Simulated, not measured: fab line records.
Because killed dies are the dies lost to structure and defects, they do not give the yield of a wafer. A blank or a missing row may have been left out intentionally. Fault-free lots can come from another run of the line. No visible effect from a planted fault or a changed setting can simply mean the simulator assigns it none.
Chamber matching    flow n5 finfet    rie diel-03 running N5_BEOL_M0_CUTY_ETCH_63: 4 sister chambers
The step etches SOC in N2/H2, target depth 82.7 nm, overetch 16.5 nm, time 124 s. 16 wafers are shown with their chamber, then 8 later ones without.

== WAFERS PAIRED WITH THEIR CHAMBERS ==
wafer   chamber  showerhead plenum p Torr (Torr)  drypump motor current A (A)  throttle valve pct (%)
L074.1  3        2.43                             5.67                         17.51
L074.4  0        2.51                             5.53                         17.70
L074.6  2        2.65                             5.96                         17.81
L075.2  0        2.50                             5.53                         17.69
L075.3  1        2.45                             5.77                         17.88
L075.4  3        2.43                             5.68                         17.51
L078.2  3        2.43                             5.67                         17.52
L078.4  0        2.50                             5.52                         17.71
L078.5  3        2.43                             5.65                         17.52
L080.2  2        2.64                             6.02                         17.81
L080.4  0        2.50                             5.53                         17.71
L080.5  3        2.43                             5.69                         17.53
L081.3  2        2.64                             5.97                         17.82
L081.5  2        2.64                             5.98                         17.83
L081.6  1        2.45                             5.79                         17.91
L084.1  1        2.44                             5.77                         17.93

SIGNATURES (averages over the wafers above)
reading                   chamber 0  chamber 1  chamber 2  chamber 3  scatter within a chamber
showerhead plenum p Torr  2.5025     2.4467     2.6425     2.4300     0.00425
drypump motor current A   5.5275     5.7767     5.9825     5.6720     0.0166
throttle valve pct        17.7025    17.9067    17.8175    17.5180    0.0132
Rule: for each reading, subtract the chamber's mean from the wafer's reading, divide by that reading's scatter and square the result; add these up over the readings and take the root, which gives the wafer's distance from the chamber. If the next closest chamber is less than 2 further off than the closest, the wafer can't be placed; otherwise it belongs to the closest. The scatter: the root of (the sum of the squares of (reading less its chamber's mean) over the shown wafers, divided by (wafers less chambers)).

== WAFERS WHOSE CHAMBER IS MISSING ==
wafer   showerhead plenum p Torr (Torr)  drypump motor current A (A)  throttle valve pct (%)
L084.4  2.42                             5.62                         17.56
L084.5  2.64                             6.01                         17.81
L093.2  2.44                             5.78                         17.95
L093.3  2.63                             5.94                         17.87
L093.6  2.49                             5.51                         17.77
L097.4  2.43                             5.82                         17.97
L097.5  2.41                             5.65                         17.60
L097.6  2.63                             5.97                         17.87

== CHAMBER TAKEN BY EACH ==
wafer   from the rows above  in truth
L084.4  3                    3
L084.5  2                    2
L093.2  1                    1
L093.3  2                    2
L093.6  0                    0
L097.4  1                    1
L097.5  3                    3
L097.6  2                    2
Correctly placed: 8 of 8. Left unplaced by these rows: 0. 0 placed wrongly.
